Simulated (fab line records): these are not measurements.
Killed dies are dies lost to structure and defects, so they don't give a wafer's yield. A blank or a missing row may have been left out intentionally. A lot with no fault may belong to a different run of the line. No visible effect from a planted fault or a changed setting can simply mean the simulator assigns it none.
fab line records ; flow n5_finfet
record lots=7; wafers=21
route steps=1938 shown DUMMY_GATE@228 SD_EPI_N@288 SD_ACTIVATION@330 SDB@369 MOL_CONTACT_COAG@616 BEOL_M0_SAQP@663
start_h: the number of hours between the record's first day and the start of the first shown wafer of the lot ; wait_h: hours elapsed since this lot's preceding step ; " the same as in the row above ; L1.1+2: a row that stands for several wafers ; - value missing, or start not given ; * or withheld: withheld ; < > ~ a bound
route shown NAME@n: names a module that has steps shown in the file, with the first one's number in the route ; usual: the fault-free wafers' mean and standard deviation ; same: alike in all rows ; chamber/n: place in a boat ; sites: the reading at each site ; _std_site: the standard deviation of these ; _edge_site: the outer-site mean with the inner-site mean subtracted ; radius_mm: for every site, how far away it sits from the centre of the wafer ; mask NAME#n: copy n ; behind: the most recent tool/chamber to have shaped the wafer ; hold: the reason the lot was held/the length of the hold in hours/how it ended ; device: transistor that didn't switch, given as n, p or np ; end of line: the same wafers' tests at the end of the route ; a step given without rows: its recipe and nothing more ; killed: not the wafer's yield, but the dies lost to structure and defects at the first sort ; map: a wafer's dies, x killed, . not, _ none there
set.NAME: the setting as run; set.NAME@STEP: as run at that earlier step ; model.NAME: the simulator's own value behind a step, which no gauge read
lots where settings were altered on purpose, with a table for each step and a row for each wafer
## steps
# step N5_DUMMY_GATE_EXPOSE_12
# recipe mask_id=GATE; na=0.33; source_shape=annular; sigma_inner=0.2; sigma_outer=0.6; polarization=unpolarized; target_cd_nm=25; dose_mj=34
lot.wafer;tool;chamber;start_h;wait_h;mask;set.dose_mj
L078.3+5+6;euv_scanner-01;0;69.55;-;GATE#0;34
L081.1+2;euv_scanner-01;0;88.16;-;GATE#0;34
L081.4;euv_scanner-01;0;88.16;-;GATE#0;32.65
L082.1;euv_scanner-01;0;99.01;-;GATE#0;34
L082.3+6;euv_scanner-01;0;99.01;-;GATE#0;33.04
L083.2+5+6;euv_scanner-01;0;103.31;-;GATE#0;34
L084.1+5;euv_scanner-02;0;109.09;-;GATE#0;36.34
L084.3;euv_scanner-02;0;109.09;-;GATE#0;34
L096.2+3+6;euv_scanner-02;0;181.74;-;GATE#0;34
L097.2+4;euv_scanner-01;0;188.79;-;GATE#0;32.68
L097.3;euv_scanner-01;0;188.79;-;GATE#0;34
# step N5_DUMMY_GATE_PEB_13
# recipe peb_temp_c=100; peb_time_s=60; resist=CAR-EUV
# step N5_DUMMY_GATE_DEVELOP_14
# recipe develop_time_s=30; developer=TMAH; resist=CAR-EUV; rinse_liquid=surfactant_rinse; dry=air_spin; dev_temp_c=23
# step N5_DUMMY_GATE_CD_MEAS_15
# recipe target_cd_nm=25.8; landing_energy_ev=500; detector=se_inlens
# usual cd_nm=24.97/0.22
lot.wafer;tool;chamber;start_h;wait_h;set.dose_mj@DUMMY_GATE_EXPOSE_12;cd_nm
L078.3;cd_sem-01;0;69.67;-;34;24.73
L078.5;cd_sem-01;0;69.67;-;34;24.81
L078.6;cd_sem-01;0;69.67;-;34;24.91
L081.1;cd_sem-03;0;88.29;-;34;24.97
L081.2;cd_sem-03;0;88.29;-;34;24.88
L081.4;cd_sem-03;0;88.29;-;32.65;25.56
L082.1;cd_sem-01;0;99.14;-;34;25.02
L082.3;cd_sem-01;0;99.14;-;33.04;25.16
L082.6;cd_sem-01;0;99.14;-;33.04;25.23
L083.2;cd_sem-02;0;103.43;-;34;25.19
L083.5;cd_sem-02;0;103.43;-;34;25.09
L083.6;cd_sem-02;0;103.43;-;34;24.83
L084.1;cd_sem-01;0;109.22;-;36.34;23.61
L084.3;cd_sem-01;0;109.22;-;34;24.86
L084.5;cd_sem-01;0;109.22;-;36.34;23.46
L096.2;cd_sem-03;0;181.86;-;34;24.81
L096.3;cd_sem-03;0;181.86;-;34;24.73
L096.6;cd_sem-03;0;181.86;-;34;24.75
L097.2;cd_sem-01;0;188.91;-;32.68;25.66
L097.3;cd_sem-01;0;188.91;-;34;25.18
L097.4;cd_sem-01;0;188.91;-;32.68;25.25
# step N5_DUMMY_GATE_ETCH_29
# recipe chemistry=N2/H2; target=underlayer; target_depth_a=130; ion_energy_ev=200; pressure_mtorr=30; source_w=840; bias_w=150; n2_flow_sccm=200; h2_flow_sccm=200
# step N5_DUMMY_GATE_ETCH_36
# recipe chemistry=CF4; target=SiARC; target_depth_a=130; pressure_mtorr=40; source_w=545; bias_w=36; Ar_flow_sccm=100; cf4_flow_sccm=100; ion_energy_ev=80
# step N5_DUMMY_GATE_ETCH_37
# recipe chemistry=N2/H2; target=SOC; target_depth_a=600; overetch_a=300; temp_c=40; ion_energy_ev=200; pressure_mtorr=30; source_w=840; bias_w=150; n2_flow_sccm=200; h2_flow_sccm=200
lot.wafer;tool;chamber;start_h;wait_h;set.spin_rpm@DUMMY_GATE_COAT_35;model.SiARC_of_DUMMY_GATE_COAT_35.thk_nm
L078.3;rie_diel-02;3;70.07;0.0;1500;5.2
L078.5;rie_diel-02;3;70.07;0.0;1397;5.6
L078.6;rie_diel-02;2;70.07;0.0;1397;5.4
L081.1;rie_diel-06;0;88.57;0.0;1500;5
L081.2;rie_diel-06;3;88.57;0.0;1362;5.6
L081.4;rie_diel-06;1;88.57;0.0;1500;5.2
L082.1;rie_diel-02;2;99.50;0.0;1643;4.8
L082.3;rie_diel-02;1;99.50;0.0;1500;5.2
L082.6;rie_diel-02;0;99.50;0.0;1643;4.6
L083.2+6;rie_diel-05;0,2;103.71;0.0;1500;5
L083.5;rie_diel-05;3;103.71;0.0;1500;5.2
L084.1;rie_diel-06;3;109.50;0.0;1399;5.4
L084.3+5;rie_diel-06;0,3;109.50;0.0;1500;5
L096.2;rie_diel-02;3;182.15;0.0;1646;4.4
L096.3;rie_diel-02;2;182.15;0.0;1500;5.2
L096.6;rie_diel-02;3;182.15;0.0;1500;4.8
L097.2;rie_diel-02;0;189.19;0.0;1415;5.2
L097.3;rie_diel-02;1;189.19;0.0;1415;5.4
L097.4;rie_diel-02;3;189.19;0.0;1500;4.8
# step N5_DUMMY_GATE_STRIP_38
# recipe chemistry=N2/H2; temp_c=40; n2_flow_sccm=200; h2_flow_sccm=200; rf_frequency_hz=6e+07
# step N5_DUMMY_GATE_STRIP_39
# recipe chemistry=N2/H2; temp_c=40; n2_flow_sccm=200; h2_flow_sccm=200; rf_frequency_hz=6e+07
# step N5_DUMMY_GATE_TRIM_49
# recipe chemistry=O2; resist=SOC; time_s=29; target_cd_nm=14; source_power_w=300; bias_power_w=0; O2_flow_sccm=100; temp_c=20
lot.wafer;tool;chamber;start_h;wait_h;set.dose_mj@DUMMY_GATE_EXPOSE_12;model.DUMMY_GATE.cd_nm
L078.3;rie_si-01;2;70.15;0.0;34;13.4
L078.5+6;rie_si-01;1,0;70.15;0.0;34;13.6
L081.1;rie_si-01;2;88.65;0.0;34;13.8
L081.2;rie_si-01;3;88.65;0.0;34;14.2
L081.4;rie_si-01;0;88.65;0.0;32.65;14.6
L082.1;rie_si-05;1;99.58;0.0;34;14
L082.3+6;rie_si-05;2,3;99.58;0.0;33.04;14.6
L083.2+5;rie_si-01;1,3;103.79;0.0;34;13.8
L083.6;rie_si-01;0;103.79;0.0;34;13.6
L084.1;rie_si-01;1;109.58;0.0;36.34;12.8
L084.3;rie_si-01;3;109.58;0.0;34;14
L084.5;rie_si-01;0;109.58;0.0;36.34;12.6
L096.2+3;rie_si-05;1,2;182.23;0.0;34;14
L096.6;rie_si-05;0;182.23;0.0;34;14.2
L097.2;rie_si-01;1;189.27;0.0;32.68;14.8
L097.3;rie_si-01;0;189.27;0.0;34;14
L097.4;rie_si-01;0;189.27;0.0;32.68;14.4
# step N5_DUMMY_GATE_STRIP_40
# recipe chemistry=CF4; resist=SiARC; power_w=300; bias_power_w=75; pressure_mtorr=50; cf4_flow_sccm=150; rf_frequency_hz=6e+07
# step N5_DUMMY_GATE_CD_MEAS_50
# recipe target_cd_nm=14
# usual cd_nm=13.93/0.26
lot.wafer;tool;chamber;start_h;wait_h;set.dose_mj@DUMMY_GATE_EXPOSE_12;cd_nm
L078.3;cd_sem-01;-;70.30;0.0;34;13.47
L078.5;cd_sem-01;-;70.30;0.0;34;13.48
L078.6;cd_sem-01;-;70.30;0.0;34;13.59
L081.1;cd_sem-03;-;88.79;0.0;34;13.74
L081.2;cd_sem-03;-;88.79;0.0;34;14.18
L081.4;cd_sem-03;-;88.79;0.0;32.65;14.50
L082.1;cd_sem-02;-;99.73;0.0;34;13.86
L082.3;cd_sem-02;-;99.73;0.0;33.04;14.49
L082.6;cd_sem-02;-;99.73;0.0;33.04;14.82
L083.2;cd_sem-03;-;103.94;0.0;34;13.78
L083.5;cd_sem-03;-;103.94;0.0;34;13.95
L083.6;cd_sem-03;-;103.94;0.0;34;13.56
L084.1;cd_sem-02;-;110.16;0.0;36.34;12.80
L084.3;cd_sem-02;-;110.16;0.0;34;13.81
L084.5;cd_sem-02;-;110.16;0.0;36.34;12.50
L096.2;cd_sem-03;-;182.38;0.0;34;13.80
L096.3;cd_sem-03;-;182.38;0.0;34;13.83
L096.6;cd_sem-03;-;182.38;0.0;34;14.27
L097.2;cd_sem-03;-;189.42;0.0;32.68;14.60
L097.3;cd_sem-03;-;189.42;0.0;34;14.07
L097.4;cd_sem-03;-;189.42;0.0;32.68;14.48
# step N5_DUMMY_GATE_ETCH_31
# recipe chemistry=C4F6/O2; target=SiO2; mask_material=SOC; target_depth_a=825; time_s=27.5; ion_energy_ev=250; pressure_mtorr=30; source_w=345; bias_w=185; Ar_flow_sccm=300; C4F6_flow_sccm=10; O2_flow_sccm=10
# step N5_DUMMY_GATE_STRIP_41
# recipe chemistry=O2; power_w=400; temp_c=40; pressure_mtorr=30; rf_frequency_hz=6e+07; bias_power_w=0; overash_fraction=0.3; o2_flow_sccm=225
# step N5_DUMMY_GATE_ETCH_32
# recipe chemistry=CF4; target=SiO2; target_depth_a=35; time_s=3.9; ion_energy_ev=350; pressure_mtorr=10; icp_w=800; bias_w=400; cf4_flow_sccm=80
# step N5_DUMMY_GATE_ETCH_23
# recipe chemistry=HBr/Cl2/O2; HBr_flow_sccm=150; Cl2_flow_sccm=80; O2_flow_sccm=12; bias_w=102; target_depth_a=410; time_s=22.3; target=poly-Si; mask_material=SiO2; pressure_mtorr=10; icp_w=800
# step N5_DUMMY_GATE_ETCH_44
# recipe chemistry=HBr/O2; over_etch_frac=0.7; target_depth_a=1275; stop_on=SiO2; ion_energy_ev=60; bias_w=20; target=poly-Si; mask_material=SiO2; pressure_mtorr=20; icp_w=400; HBr_flow_sccm=120; O2_flow_sccm=10
lot.wafer;tool;chamber;start_h;wait_h;set.dose_mj@DUMMY_GATE_EXPOSE_12;model.DUMMY_GATE.cd_nm
L078.3+5+6;rie_si-05;2,3,2;70.68;0.0;34;14.6
L081.1;rie_si-05;3;89.18;0.0;34;14.8
L081.2;rie_si-05;2;89.18;0.0;34;15.4
L081.4;rie_si-05;0;89.18;0.0;32.65;15.8
L082.1;rie_si-01;1;100.19;0.0;34;15.2
L082.3;rie_si-01;3;100.19;0.0;33.04;15.6
L082.6;rie_si-01;1;100.19;0.0;33.04;15.8
L083.2;rie_si-05;0;104.32;0.0;34;14.8
L083.5;rie_si-05;3;104.32;0.0;34;15
L083.6;rie_si-05;2;104.32;0.0;34;14.6
L084.1;rie_si-05;2;110.60;0.0;36.34;13.8
L084.3;rie_si-05;3;110.60;0.0;34;14.8
L084.5;rie_si-05;3;110.60;0.0;36.34;13.6
L096.2+3;rie_si-04;2,1;182.77;0.0;34;14.8
L096.6;rie_si-04;1;182.77;0.0;34;15
L097.2;rie_si-05;2;189.80;0.0;32.68;15.6
L097.3;rie_si-05;0;189.80;0.0;34;14.8
L097.4;rie_si-05;1;189.80;0.0;32.68;15.4
# step N5_DUMMY_GATE_CD_MEAS_24
# recipe target_cd_nm=15
# usual cd_nm=15.0/0.31
lot.wafer;tool;chamber;start_h;wait_h;set.dose_mj@DUMMY_GATE_EXPOSE_12;cd_nm
L078.3;cd_sem-01;-;70.80;0.1;34;14.5
L078.5;cd_sem-01;-;70.80;0.1;34;14.5
L078.6;cd_sem-01;-;70.80;0.1;34;14.8
L081.1;cd_sem-03;-;89.29;0.1;34;15.0
L081.2;cd_sem-03;-;89.29;0.1;34;15.2
L081.4;cd_sem-03;-;89.29;0.1;32.65;15.6
L082.1;cd_sem-02;-;100.30;0.1;34;15.2
L082.3;cd_sem-02;-;100.30;0.1;33.04;15.6
L082.6;cd_sem-02;-;100.30;0.1;33.04;15.7
L083.2;cd_sem-02;-;104.43;0.1;34;14.9
L083.5;cd_sem-02;-;104.43;0.1;34;14.8
L083.6;cd_sem-02;-;104.43;0.1;34;14.5
L084.1;cd_sem-03;-;110.71;0.1;36.34;13.6
L084.3;cd_sem-03;-;110.71;0.1;34;15.0
L084.5;cd_sem-03;-;110.71;0.1;36.34;13.5
L096.2;cd_sem-03;-;182.88;0.1;34;14.9
L096.3;cd_sem-03;-;182.88;0.1;34;14.7
L096.6;cd_sem-03;-;182.88;0.1;34;15.1
L097.2;cd_sem-03;-;189.91;0.1;32.68;15.9
L097.3;cd_sem-03;-;189.91;0.1;34;14.9
L097.4;cd_sem-03;-;189.91;0.1;32.68;15.2
# step N5_SD_EPI_N_EPI_21
# recipe material=Si:P; dopant=P; temp_c=680; pressure_torr=255; time_s=690
lot.wafer;tool;chamber;start_h;wait_h;set.temp_c;model.Si-P_of_SD_EPI_N_EPI_21.thk_nm
L078.3;epi_rpcvd-04;0;75.38;0.7;680;59.6
L078.5;epi_rpcvd-04;0;75.38;0.7;676.7;55.8
L078.6;epi_rpcvd-04;0;75.38;0.7;676.7;55.6
L081.1;epi_rpcvd-03;0;94.07;0.1;680;59.2
L081.2;epi_rpcvd-03;0;94.07;0.1;680;60
L081.4;epi_rpcvd-03;0;94.07;0.1;680;59
L082.1;epi_rpcvd-03;0;103.49;0.1;680;58.2
L082.3;epi_rpcvd-03;0;103.49;0.1;680;58
L082.6;epi_rpcvd-03;0;103.49;0.1;676.5;54.8
L083.2;epi_rpcvd-02;0;108.76;0.9;680;58
L083.5;epi_rpcvd-02;0;110.75;2.7;680;58.2
L083.6;epi_rpcvd-02;0;110.75;2.7;680;58.6
L084.1;epi_rpcvd-03;0;113.91;0.1;680;59.2
L084.3;epi_rpcvd-03;0;113.91;0.1;684.3;62.2
L084.5;epi_rpcvd-03;0;113.91;0.1;684.3;62.8
L096.2;epi_rpcvd-04;0;189.03;0.5;680;58.4
L096.3;epi_rpcvd-04;0;189.03;0.5;678.7;58
L096.6;epi_rpcvd-04;0;190.52;1.9;680;58.6
L097.2;epi_rpcvd-04;0;194.35;0.7;680;59.8
L097.3;epi_rpcvd-04;0;194.35;0.7;682.1;61.2
L097.4;epi_rpcvd-04;0;194.35;0.7;682.1;60.8
# step N5_SD_EPI_N_PRECLEAN_24
# recipe chemistry=O3/DIW; time_s=60; temp_c=22; o3_ppm=10
# step N5_SD_ACTIVATION_RTA_00
# recipe temp_c=975; time_s=0; ambient=N2; idle_temp_c=600; ramp_up_c_per_s=150; ramp_down_c_per_s=60; cool_to_c=600
# step N5_SD_ACTIVATION_LSA_01
# recipe temp_c=1080; time_s=0.0008; ambient=N2
# step N5_SD_ACTIVATION_RS_MEAS_03
# recipe thk_meas_gauge=four-point-probe
# usual RS_SD_N=22.0/0.31; RS_SD_P=56.5/0.82
lot.wafer;tool;chamber;start_h;wait_h;set.temp_c@SD_EPI_N_EPI_21;RS_SD_N[ohm/sq];RS_SD_P[ohm/sq]
L078.3;film_metro-01;-;82.61;0.2;680;21.7;55.7
L078.5;film_metro-01;-;82.61;0.2;676.7;23.0;55.1
L078.6;film_metro-01;-;82.61;0.2;676.7;23.3;56.3
L081.1;film_metro-01;-;101.42;0.2;680;21.8;56.3
L081.2;film_metro-01;-;101.42;0.2;680;21.5;56.6
L081.4;film_metro-01;-;101.42;0.2;680;21.8;56.4
L082.1;film_metro-01;-;112.43;0.2;680;22.0;56.8
L082.3;film_metro-01;-;112.43;0.2;680;22.1;56.9
L082.6;film_metro-01;-;112.43;0.2;676.5;23.5;56.8
L083.2;film_metro-01;-;120.27;0.2;680;22.3;55.9
L083.5;film_metro-01;-;120.27;0.2;680;22.3;57.6
L083.6;film_metro-01;-;120.27;0.2;680;22.1;56.3
L084.1;film_metro-02;-;121.19;0.2;680;22.0;56.9
L084.3;film_metro-02;-;121.19;0.2;684.3;21.2;58.2
L084.5;film_metro-02;-;121.19;0.2;684.3;20.6;58.6
L096.2;film_metro-02;-;196.91;0.2;680;21.9;57.1
L096.3;film_metro-02;-;196.91;0.2;678.7;22.2;56.2
L096.6;film_metro-02;-;196.91;0.2;680;21.9;57.6
L097.2;film_metro-01;-;202.33;0.2;680;21.7;56.3
L097.3;film_metro-01;-;202.33;0.2;682.1;21.2;56.4
L097.4;film_metro-01;-;202.33;0.2;682.1;21.4;56.0
# step N5_SDB_CUT_ETCH_26
# recipe chemistry=HBr/Cl2/O2; target=Si; target_depth_a=1296; bt_time_s=20; mask_material=SiNx; time_s=51.8; ion_energy_ev=*; bias_w=*; pressure_mtorr=10; icp_w=800; HBr_flow_sccm=150; Cl2_flow_sccm=80; O2_flow_sccm=12
lot.wafer;tool;chamber;start_h;wait_h;set.icp_w;model.SDB.feature_depth_nm;model.etch.depth_nm
L078.3;rie_si-06;0;91.91;0.1;941;140.8;140.8
L078.5;rie_si-06;1;91.91;0.1;941;140.4;140.4
L078.6;rie_si-06;0;91.91;0.1;800;131.2;131.3
L081.1;rie_si-03;3;109.56;0.1;693.1;122;122
L081.2;rie_si-03;0;109.56;0.1;800;128.4;128.3
L081.4;rie_si-03;2;109.56;0.1;800;129;129.1
L082.1;rie_si-02;3;126.35;0.1;800;127.2;127.2
L082.3;rie_si-02;0;126.35;0.1;800;131.4;131.3
L082.6;rie_si-02;1;126.35;0.1;800;128;128
L083.2;rie_si-03;3;128.99;0.1;800;129.8;129.9
L083.5;rie_si-03;0;128.99;0.1;800;128.8;128.8
L083.6;rie_si-03;3;128.99;0.1;800;130;130
L084.1;rie_si-02;2;129.36;0.1;800;131.2;131.2
L084.3;rie_si-02;1;129.36;0.1;873.9;135.2;135.2
L084.5;rie_si-02;0;129.36;0.1;800;132.8;132.9
L096.2;rie_si-03;3;205.09;0.1;800;131.2;131.1
L096.3;rie_si-03;1;205.09;0.1;800;129;129
L096.6;rie_si-03;3;205.09;0.1;800;130.2;130.2
L097.2;rie_si-03;1;210.11;0.1;800;130.2;130.3
L097.3;rie_si-03;2;210.11;0.1;733.8;123.6;123.5
L097.4;rie_si-03;0;210.11;0.1;800;130.6;130.6
# step N5_SDB_ALD_29
# recipe material=SiNx; target_thk_a=300; temp_c=400; ald_precursor_family=SiH2I2; ald_co_reactant=N2/H2-plasma; pulse_time_s=1; ald_cycles=600; purge_time_s=2; co_reactant_purge_time_s=2; pressure_torr=2
lot.wafer;tool;chamber;start_h;wait_h;set.ald_cycles;model.SiNx_of_SDB_ALD_29.thk_nm
L078.3;ald_sin-02;3;92.34;0.3;600;30.2
L078.5;ald_sin-02;3;93.69;1.6;682;34
L078.6;ald_sin-02;2;93.69;1.6;600;29.8
L081.1;ald_sin-03;2;109.74;0.0;600;29.8
L081.2+4;ald_sin-03;1,3;109.74;0.0;568;28.4
L082.1;ald_sin-03;1;126.53;0.0;649;32.6
L082.3;ald_sin-03;0;126.53;0.0;600;30
L082.6;ald_sin-03;3;127.88;1.4;600;29.8
L083.2+5+6;ald_sin-03;1,0,1;129.24;0.1;600;30
L084.1+5;ald_sin-04;3,2;129.54;0.0;688;34.4
L084.3;ald_sin-04;1;129.54;0.0;688;34.2
L096.2+3+6;ald_sin-04;1,3,0;205.27;0.0;600;30
L097.2;ald_sin-02;3;210.33;0.0;600;30.2
L097.3+4;ald_sin-02;2,1;210.33;0.0;600;30
# step N5_MOL_CONTACT_COAG_ETCH_124
# recipe chemistry=CH3F/O2; target=SiNx; target_depth_a=65; mask_material=SOC; stop_on=SiOC; over_etch_frac=0.3; ion_energy_ev=120; pressure_mtorr=30; source_w=395; bias_w=73; Ar_flow_sccm=150; CH3F_flow_sccm=30; O2_flow_sccm=20; ends=end_point
# usual rf_vpp_V=298/3.1
lot.wafer;tool;chamber;start_h;wait_h;set.bias_w;rf_vpp_V
L078.3;rie_diel-01;2;123.78;0.0;68.52;284
L078.5;rie_diel-01;0;123.78;0.0;73;304
L078.6;rie_diel-01;3;123.78;0.0;73;296
L081.1;rie_diel-01;3;156.22;0.0;73;297
L081.2;rie_diel-01;0;156.22;0.0;73;303
L081.4;rie_diel-01;2;156.22;0.0;84.22;334
L082.1;rie_diel-01;1;159.59;0.0;73;295
L082.3;rie_diel-01;2;159.59;0.0;73;298
L082.6;rie_diel-01;1;159.59;0.0;73;296
L084.1;rie_diel-04;1;162.58;0.0;73;300
L084.3;rie_diel-04;3;162.58;0.0;66.11;272
L084.5;rie_diel-04;1;162.58;0.0;66.11;277
L083.2;rie_diel-04;1;162.92;0.0;73;300
L083.5;rie_diel-04;1;162.92;0.0;73;298
L083.6;rie_diel-04;2;162.92;0.0;73;292
L096.2;rie_diel-04;2;239.29;0.0;73;293
L096.3;rie_diel-04;3;239.29;0.0;73;293
L096.6;rie_diel-04;3;239.29;0.0;73;293
L097.2;rie_diel-01;3;243.46;0.0;77.76;312
L097.3;rie_diel-01;0;243.46;0.0;73;303
L097.4;rie_diel-01;2;243.46;0.0;77.76;314
# step N5_BEOL_M0_SAQP_SPACER1_ALD_98
# recipe material=SiO2; target_thk_a=128; temp_c=300; ald_precursor_family=BDEAS; ald_co_reactant=O2-plasma; pulse_time_s=1; purge_time_s=2; co_reactant_purge_time_s=2; ald_cycles=138; pressure_torr=2
lot.wafer;tool;chamber;start_h;wait_h;set.ald_cycles;model.SiO2_of_BEOL_M0_SAQP_SPACER1_ALD_98.thk_nm
L078.3+5;ald_sin-02;1,0;130.90;0.5;138;12.8
L078.6;ald_sin-02;1;130.90;0.5;138;12.6
L081.1+2;ald_sin-02;0,1;163.80;0.3;121;11.2
L081.4;ald_sin-02;0;163.80;0.3;138;12.8
L082.1;ald_sin-02;1;171.25;3.2;129;12
L082.3+6;ald_sin-02;0,1;171.25;3.2;138;12.8
L084.1+3+5;ald_sin-01;0,1,3;171.54;2.1;138;12.8
L083.2+5+6;ald_sin-02;0,1,0;177.07;4.6;138;12.8
L096.2+3;ald_sin-02;1,2;249.04;0.6;138;12.8
L096.6;ald_sin-02;0;249.04;0.6;147;13.6
L097.2+3+4;ald_sin-02;1,2,3;251.86;0.6;127;11.8
# step N5_BEOL_M0_SAQP_SPACER1_ETCHBACK_99
# recipe chemistry=CHF3/O2; mode=anisotropic_etchback; target=SiO2; target_depth_a=154; time_s=7.7; pressure_mtorr=30; source_w=650; bias_w=170; Ar_flow_sccm=200; CHF3_flow_sccm=50; O2_flow_sccm=5; ion_energy_ev=200
# step N5_BEOL_M0_SAQP_MANDREL1_REMOVE_100
# recipe chemistry=HBr/Cl2/O2; bt_time_s=10; target=a-Si; stop_on=SiNx; endpoint=OES-SiCl; over_etch_frac=0.85; icp_w=600; bias_w=30; HBr_flow_sccm=150; Cl2_flow_sccm=80; O2_flow_sccm=5; pressure_mtorr=10
lot.wafer;tool;chamber;start_h;wait_h;set.ald_cycles@BEOL_M0_SAQP_SPACER1_ALD_98;model.BEOL_M0_SAQP.cd_nm
L078.3+5;rie_si-04;2,0;131.47;0.1;138;12.8
L078.6;rie_si-04;3;131.47;0.1;138;12.6
L081.1+2;rie_si-01;3,2;164.37;0.1;121;11.2
L081.4;rie_si-01;1;164.37;0.1;138;12.6
L082.1;rie_si-01;1;171.82;0.1;129;12
L082.3+6;rie_si-01;3,0;171.82;0.1;138;12.8
L084.1+3;rie_si-01;3,1;172.13;0.1;138;12.8
L084.5;rie_si-01;0;172.13;0.1;138;13
L083.2;rie_si-01;3;177.78;0.1;138;12.8
L083.5+6;rie_si-01;1,0;177.78;0.1;138;12.6
L096.2+3;rie_si-04;1,3;249.60;0.1;138;12.8
L096.6;rie_si-04;3;249.60;0.1;147;13.6
L097.2+3+4;rie_si-05;0,1,3;252.48;0.1;127;11.8
# step N5_BEOL_M0_SAQP_CD_MEAS_25
# recipe target_cd_nm=13.1; landing_energy_ev=1000; detector=se_inlens
# usual cd_nm=12.83/0.22
lot.wafer;tool;chamber;start_h;wait_h;set.ald_cycles@BEOL_M0_SAQP_SPACER1_ALD_98;cd_nm
L078.3;cd_sem-03;0;131.58;0.1;138;13.06
L078.5;cd_sem-03;0;131.58;0.1;138;12.86
L078.6;cd_sem-03;0;131.58;0.1;138;12.76
L081.1;cd_sem-03;0;164.47;0.1;121;11.55
L081.2;cd_sem-03;0;164.47;0.1;121;11.07
L081.4;cd_sem-03;0;164.47;0.1;138;12.80
L082.1;cd_sem-03;0;171.93;0.1;129;12.42
L082.3;cd_sem-03;0;171.93;0.1;138;12.76
L082.6;cd_sem-03;0;171.93;0.1;138;12.65
L084.1;cd_sem-01;0;172.24;0.1;138;12.63
L084.3;cd_sem-01;0;172.24;0.1;138;12.93
L084.5;cd_sem-01;0;172.24;0.1;138;13.14
L083.2;cd_sem-03;0;177.89;0.1;138;12.78
L083.5;cd_sem-03;0;177.89;0.1;138;12.66
L083.6;cd_sem-03;0;177.89;0.1;138;13.11
L096.2;cd_sem-02;0;249.71;0.1;138;12.53
L096.3;cd_sem-02;0;249.71;0.1;138;12.92
L096.6;cd_sem-02;0;249.71;0.1;147;13.83
L097.2;cd_sem-01;0;252.59;0.1;127;11.70
L097.3;cd_sem-01;0;252.59;0.1;127;11.44
L097.4;cd_sem-01;0;252.59;0.1;127;11.48
## key
split step=N5_DUMMY_GATE_EXPOSE_12; setting=dose_mj; stated=34; by=wafer
response step=N5_DUMMY_GATE_CD_MEAS_15; reading=cd_nm; change=-0.154; per=1%; r=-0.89
response step=N5_DUMMY_GATE_TRIM_49; reading=model.DUMMY_GATE.cd_nm; change=-0.178; per=1%; r=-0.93
response step=N5_DUMMY_GATE_CD_MEAS_50; reading=cd_nm; change=-0.165; per=1%; r=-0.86
response step=N5_DUMMY_GATE_ETCH_44; reading=model.DUMMY_GATE.cd_nm; change=-0.168; per=1%; r=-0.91
response step=N5_DUMMY_GATE_CD_MEAS_24; reading=cd_nm; change=-0.185; per=1%; r=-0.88
split step=N5_SD_EPI_N_EPI_21; setting=temp_c; stated=680; by=wafer
response step=N5_SD_EPI_N_EPI_21; reading=model.Si-P_of_SD_EPI_N_EPI_21.thk_nm; change=+5.95; per=1%; r=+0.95
response step=N5_SD_ACTIVATION_RS_MEAS_03; reading=RS_SD_N; change=-2.22; per=1%; r=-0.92
split step=N5_SDB_CUT_ETCH_26; setting=icp_w; stated=800; by=wafer
response step=N5_SDB_CUT_ETCH_26; reading=model.SDB.feature_depth_nm; change=+0.53; per=1%; r=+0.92
response step=N5_SDB_CUT_ETCH_26; reading=model.etch.depth_nm; change=+0.529; per=1%; r=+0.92
split step=N5_SDB_ALD_29; setting=ald_cycles; stated=600; by=wafer
response step=N5_SDB_ALD_29; reading=model.SiNx_of_SDB_ALD_29.thk_nm; change=+0.299; per=1%; r=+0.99
split step=N5_MOL_CONTACT_COAG_ETCH_124; setting=bias_w; stated=73; by=wafer
response step=N5_MOL_CONTACT_COAG_ETCH_124; reading=rf_vpp_V; change=+2.28; per=1%; r=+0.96
split step=N5_BEOL_M0_SAQP_SPACER1_ALD_98; setting=ald_cycles; stated=138; by=wafer
response step=N5_BEOL_M0_SAQP_SPACER1_ALD_98; reading=model.SiO2_of_BEOL_M0_SAQP_SPACER1_ALD_98.thk_nm; change=+0.127; per=1%; r=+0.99
response step=N5_BEOL_M0_SAQP_MANDREL1_REMOVE_100; reading=model.BEOL_M0_SAQP.cd_nm; change=+0.117; per=1%; r=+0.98
response step=N5_BEOL_M0_SAQP_CD_MEAS_25; reading=cd_nm; change=+0.116; per=1%; r=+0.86
split outside_this_file step=N5_DUMMY_GATE_COAT_35 setting=spin_rpm
# split outside_this_file: this setting was split too, and the file shows its column; the key of that split is in another file
